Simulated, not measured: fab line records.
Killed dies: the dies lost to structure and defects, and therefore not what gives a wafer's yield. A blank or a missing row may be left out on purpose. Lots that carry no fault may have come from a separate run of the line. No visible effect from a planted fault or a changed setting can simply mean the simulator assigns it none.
A struck lot beside a sound one | flow n5-finfet | 29 out of 1938 route steps
Sound: these wafers, L614.3, L614.6. Wafers L609.1, L609.5, L609.6 were the ones struck. The cause is named last.
For every step that has rows: the tool of each side, followed by ch and its chambers, followed by its first start. Under that, the readings that differ: sound wafers | struck wafers | difference of the means | sigmas: that difference in standard deviations of wafers without a fault.
alike: words and numbers the same on both sides, and readings whose means are apart by under 2 such deviations; not compared: readings that were withheld, readings missing a value for some wafer, numbers with overlapping values and no deviation given by the record, and bounds like >300 which may hide the same value.
A row with sigmas, a row that says differs or no value, or rows on one side alone: a step with any of these is where the two part. When numbers do not overlap yet have no deviation, they are printed without sigmas and do not part them. A reading that every wafer of one side lacks parts them only if that side has two wafers or more.

first, 1 step without rows for these wafers: N5_MOL_CONTACT_COAG_SRD_126 (dry time 32 s).
N5_MOL_CONTACT_COAG_CMP_23: polishes, stops on SiO2, t overpolish 1.5 s, target thk 0 nm.
  sound on cmp-04 ch 1,2, day 9 06:32; struck on cmp-02 ch 0,2,3, day 7 19:56
  reading                | sound   | struck       | difference | sigmas
  time-to-endpoint-s (s) | 4.9 3.5 | 10.3 9.9 8.3 | +5.3       | +2
  alike: edge-zone-pressure-frac, motor-current-A, overpolish-run-s
then, 2 steps without rows for these wafers: N5_MOL_CONTACT_COAG_WET_ETCH_26 (target Co, target depth 13 nm); N5_MOL_CONTACT_COAG_WET_ETCH_116 (etches the open film in SC1-inhibited, target depth 4.6 nm, rinse time 30 s).
N5_MOL_CONTACT_COAG_ALD_27: deposits SiOC, target thk 17 nm, pulse time 1.5 s, time 2720 s.
  sound on ald-sin-04 ch 1,3, day 9 07:16; struck on ald-sin-02 ch 2,3, day 7 20:39
  alike: heater-power-w, precursor-pulse-height-rel
  not compared: since-wet-clean-h
then, 1 step without rows for these wafers: N5_MOL_CONTACT_COAG_CMP_28 (polishes, stops on SiNx, t overpolish 0.85 s, target thk 14.522 nm).
N5_MOL_CONTACT_COAG_THK_MEAS_29:
  sound: film-metro-02 at day 9 09:08; struck: film-metro-02 at day 7 22:31
  reading         | sound       | struck            | difference | sigmas
  MD_CAP_THK (nm) | 17.79 17.91 | 18.13 17.97 18.07 | +0.21      | +2
N5_MOL_CONTACT_COAG_ALD_123: deposits SiNx, target thk 5 nm, pulse time 1 s, purge time 2 s.
  sound on ald-sin-01 ch 1,3, day 9 09:10; struck on ald-sin-02 ch 0,3, day 7 22:33
  alike: heater-power-w, precursor-pulse-height-rel
  not compared: since-wet-clean-h
then, 2 steps without rows for these wafers: N5_MOL_CONTACT_COAG_PECVD_31 (deposits SiO2 from TEOS/O2, target thk 46 nm, time 8.9 s); N5_MOL_CONTACT_COAG_COAT_75 (time 60 s, resist thk 60 nm).
N5_MOL_CONTACT_COAG_COAT_76: time 60 s, resist thk 10 nm.
  sound on litho-track-03 ch 0, day 9 09:44; struck on litho-track-05 ch 0, day 7 23:07
  reading                                             | sound         | struck               | difference | sigmas
  spin-speed-rpm (rpm)                                | 1500.9 1499.5 | 1759.0 1761.1 1758.4 | +259.3     | +99 or more
  model.SiARC_of_MOL_CONTACT_COAG_COAT_76.thk-nm (nm) | 10 10         | 9.2 9.2 9.2          | -0.8       |
  alike: heater-power-total-W
then, 7 steps without rows for these wafers: N5_MOL_CONTACT_COAG_COAT_77 (time 60 s, resist thk 10 nm); N5_MOL_CONTACT_COAG_COAT_78 (resist thk 40 nm); N5_MOL_CONTACT_COAG_EBR_80; N5_MOL_CONTACT_COAG_SOFTBAKE_79 (time 60 s); N5_MOL_CONTACT_COAG_EXPOSE_81 (exposes mask VG, defocus 0 nm); N5_MOL_CONTACT_COAG_PEB_82 (peb time 60 s); N5_MOL_CONTACT_COAG_DEVELOP_83 (develop time 30 s).
N5_MOL_CONTACT_COAG_CD_MEAS_84: target cd 25.1 nm.
  sound on cd-sem-02 ch 0, day 9 10:10; struck on cd-sem-01 ch 0, day 7 23:31
  alike: cd-nm
N5_MOL_CONTACT_COAG_OVL_MEAS_85:
  sound on overlay-01 ch 0, day 9 10:12; struck on overlay-01 ch 0, day 7 23:33
  alike: VG_OVL
N5_MOL_CONTACT_COAG_INSPECT_57: inspects for defects (brightfield).
  sound: defect-inspect-01 at day 9 10:15; struck: defect-inspect-02 at day 7 23:37
  alike: raw-defect-count
N5_MOL_CONTACT_COAG_DESCUM_88: chemistry O2, time 7 s.
  sound on rie-diel-02 ch 1,3, day 9 10:23; struck on rie-diel-01 ch 0,1,3, day 7 23:38
  alike: drypump-motor-current-A, oes-product-au, rf-vpp-V, showerhead-plenum-p-Torr, throttle-valve-pct
  not compared: rf-hours-counter-h
then, 1 step without rows for these wafers: N5_MOL_CONTACT_COAG_ETCH_89 (etches underlayer in N2/H2, target depth 13 nm, time 10.4 s).
N5_MOL_CONTACT_COAG_ETCH_90: etches SiARC in CF4, target depth 13 nm, time 21.7 s.
  sound on rie-diel-02 ch 1,3, day 9 10:27; struck on rie-diel-01 ch 0,1,3, day 7 23:42
  reading                                               | sound       | struck            | difference | sigmas
  etch-rf-on-time-s (s)                                 | 21.7 22.0   | 19.4 19.9 21.0    | -1.8       | -3
  model.etch.depth-nm (nm)                              | 10.01 9.982 | 9.244 9.264 9.239 | -0.747     |
  model.CAR-EUV_of_MOL_CONTACT_COAG_COAT_78.thk-nm (nm) | 17 17.2     | 17.6 17.4 17.6    | +0.4       |
  alike: drypump-motor-current-A, oes-product-au, rf-vpp-V, showerhead-plenum-p-Torr, throttle-valve-pct
  not compared: rf-hours-counter-h
N5_MOL_CONTACT_COAG_ALD_131: deposits SiO2, target thk 5 nm, pulse time 1 s, co reactant pulse time 1 s.
  sound on ald-sin-04 ch 0,3, day 9 10:32; struck on ald-sin-04 ch 0,1,2, day 7 23:47
  alike: heater-power-w, precursor-pulse-height-rel
  not compared: since-wet-clean-h
N5_MOL_CONTACT_COAG_ETCHBACK_132: etches SiO2 in CHF3, target depth 10 nm, time 6.7 s.
  sound on rie-diel-01 ch 0,2, day 9 10:43; struck on rie-diel-04 ch 1,2, day 7 23:58
  reading                                               | sound     | struck       | difference | sigmas
  model.CAR-EUV_of_MOL_CONTACT_COAG_COAT_78.thk-nm (nm) | 15.6 15.8 | 16.2 16 16.2 | +0.4       |
  alike: drypump-motor-current-A, oes-product-au, rf-vpp-V, showerhead-plenum-p-Torr, throttle-valve-pct
  not compared: rf-hours-counter-h
N5_MOL_CONTACT_COAG_ETCH_91: etches SOC in N2/H2, target depth 60 nm, overetch 21 nm, time 101.2 s.
  sound on rie-diel-01 ch 0,2, day 9 10:44; struck on rie-diel-04 ch 1,2, day 7 23:59
  reading                                             | sound | struck      | difference | sigmas
  model.SiARC_of_MOL_CONTACT_COAG_COAT_76.thk-nm (nm) | 6 5.6 | 5.2 5.2 5.2 | -0.6       |
  alike: drypump-motor-current-A, oes-product-au, rf-vpp-V, showerhead-plenum-p-Torr, throttle-valve-pct
  not compared: rf-hours-counter-h
then, 1 step without rows for these wafers: N5_MOL_CONTACT_COAG_STRIP_92 (strips in N2/H2).
-- here the record skips 7 days between the struck wafers' starts before and after, leaving off in module MOL_CONTACT_COAG and picking up in module PASSIVATION (first step shown: number 1936 of the route) --
N5_PASSIVATION_PROBE_49:
  sound: prober-01 at day 16 08:22; struck: prober-02 at day 14 14:30
  alike: killed_at_M0_to_M3, killed_at_M4_up, killed-at-contacts, killed-at-front-end, killed-at-other, killed-dies, killed-open, killed-short

== WHERE THEY PART ==
Earliest at N5_MOL_CONTACT_COAG_CMP_23; latest, in this record, at N5_MOL_CONTACT_COAG_ETCH_90. Later steps at which nothing parts them and some readings are alike: N5_MOL_CONTACT_COAG_ALD_131, N5_MOL_CONTACT_COAG_ETCHBACK_132, N5_MOL_CONTACT_COAG_ETCH_91, N5_PASSIVATION_PROBE_49.

WHY: the cause the simulator had injected
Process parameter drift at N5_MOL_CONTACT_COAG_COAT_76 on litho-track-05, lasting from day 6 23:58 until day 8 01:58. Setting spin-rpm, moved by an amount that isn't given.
